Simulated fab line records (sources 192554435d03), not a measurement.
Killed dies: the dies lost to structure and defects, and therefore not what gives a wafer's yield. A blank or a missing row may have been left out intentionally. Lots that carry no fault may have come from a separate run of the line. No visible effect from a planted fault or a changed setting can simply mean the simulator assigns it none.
Split-lot study    flow n5_finfet    39 wafers read from 7 lots, route of 1938 steps

THE SPLIT ITSELF
At N5_DUMMY_GATE_ETCH_32 (etches SiO2 in CF4, target depth 3.5 nm, time 3.9 s), the setting time_s was moved away from the recipe's 3.9 s on 15 of the 39 wafers read, by -22.4% to +22.9%. This setting was run at the recipe's value on the other wafers.

Reading taken at the split's own step.

THE READING
etch.depth_nm (the simulator's own value, which no gauge read), in nm, at N5_DUMMY_GATE_ETCH_32 (etches SiO2 in CF4, target depth 3.5 nm, time 3.9 s). There is no usual value for it anywhere in the file. The 24 wafers here that ran the recipe average 3.503 nm, standard deviation 0.062 nm.

wafer   tool, chamber at the split  time_s as run, s  against the recipe  etch.depth_nm, nm  against lot-mates on the recipe
L075.1  rie_si-01, 3                3.9               recipe              3.497              -
L075.2  rie_si-01, 2                4.41              +13.1%              3.95               +0.431
L075.3  rie_si-01, 0                3.9               recipe              3.558              -
L075.4  rie_si-01, 1                4.41              +13.1%              3.995              +0.476
L075.5  rie_si-01, 3                3.9               recipe              3.501              -
L075.6  rie_si-01, 0                4.41              +13.1%              4.048              +0.529
L080.1  rie_si-01, 1                4.792             +22.9%              4.368              +0.831
L080.2  rie_si-01, 0                3.9               recipe              3.596              -
L080.3  rie_si-01, 3                4.792             +22.9%              4.291              +0.754
L080.4  rie_si-01, 2                3.9               recipe              3.489              -
L080.5  rie_si-01, 0                4.792             +22.9%              4.393              +0.856
L080.6  rie_si-01, 3                3.9               recipe              3.527              -
L083.1  rie_si-06, 2                3.9               recipe              3.42               -
L083.2  rie_si-06, 0                3.9               recipe              3.486              -
L083.3  rie_si-06, 3                3.9               recipe              3.504              -
L083.4  rie_si-06, 1                3.9               recipe              3.432              -
L083.5  rie_si-06, 2                3.9               recipe              3.445              -
L083.6  rie_si-06, 1                3.9               recipe              3.455              -
L086.1  rie_si-02, 1                3.9               recipe              3.543              -
L086.2  rie_si-02, 0                3.9               recipe              3.629              -
L086.3  rie_si-02, 2                3.026             -22.4%              2.714              -0.852
L086.4  rie_si-02, 3                3.026             -22.4%              2.68               -0.886
L086.5  rie_si-02, 1                3.026             -22.4%              2.754              -0.812
L086.6  rie_si-02, 2                3.9               recipe              3.527              -
L092.4  rie_si-02, 1                3.9               recipe              3.558              -
L092.5  rie_si-02, 2                3.9               recipe              3.483              -
L092.6  rie_si-02, 1                3.9               recipe              3.56               -
L093.1  rie_si-01, 2                4.73              +21.3%              4.232              +0.680
L093.2  rie_si-01, 1                3.9               recipe              3.542              -
L093.3  rie_si-01, 0                3.9               recipe              3.566              -
L093.4  rie_si-01, 3                4.73              +21.3%              4.217              +0.665
L093.5  rie_si-01, 2                4.73              +21.3%              4.226              +0.674
L093.6  rie_si-01, 1                3.9               recipe              3.548              -
L097.1  rie_si-06, 1                3.9               recipe              3.396              -
L097.2  rie_si-06, 2                3.46              -11.3%              2.981              -0.423
L097.3  rie_si-06, 3                3.46              -11.3%              3.117              -0.287
L097.4  rie_si-06, 0                3.46              -11.3%              3.069              -0.335
L097.5  rie_si-06, 0                3.9               recipe              3.432              -
L097.6  rie_si-06, 1                3.9               recipe              3.385              -

FIT RESULTS
A straight line over all 39 wafers: etch.depth_nm changes by +0.036 nm for each +1% of time_s; r = +0.99; the points scatter about the line by 0.06 nm.
The same after taking each lot's own level away (the mean of its wafers on the recipe; 39 wafers): +0.0351 nm for each +1%; r = +0.99; scatter 0.048 nm.
The reading moves by 0.8 nm for the largest change in time_s, on that fit.
Across the lots, their own levels run from 3.4043 to 3.5663 nm, a range of 2.6 times the standard deviation given above.
So the lot-to-lot level changes the slope little: the two slopes agree.
Check: with one of the wafers moved furthest among these (+22.9%) left out of the fit, the line predicts +0.793 nm for it against its lot-mates. It came out at +0.831 nm against them.

ADDITIONAL SPLITS CARRIED BY THESE WAFERS
Before the reading, these wafers also passed through other splits. Each is held against what the fit with the lots' levels taken away leaves over:
other split on the same wafers   wafers away from the commonest value  r with etch.depth_nm (lot level and that fit taken away)
N5_WELL_APT_EPI_41 target_thk_a  18                                    +0.09
N5_DUMMY_GATE_EXPOSE_12 dose_mj  18                                    +0.03

FILE'S OWN FIT
etch.depth_nm changes by +0.035 nm for each +1% of time_s, r = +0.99.
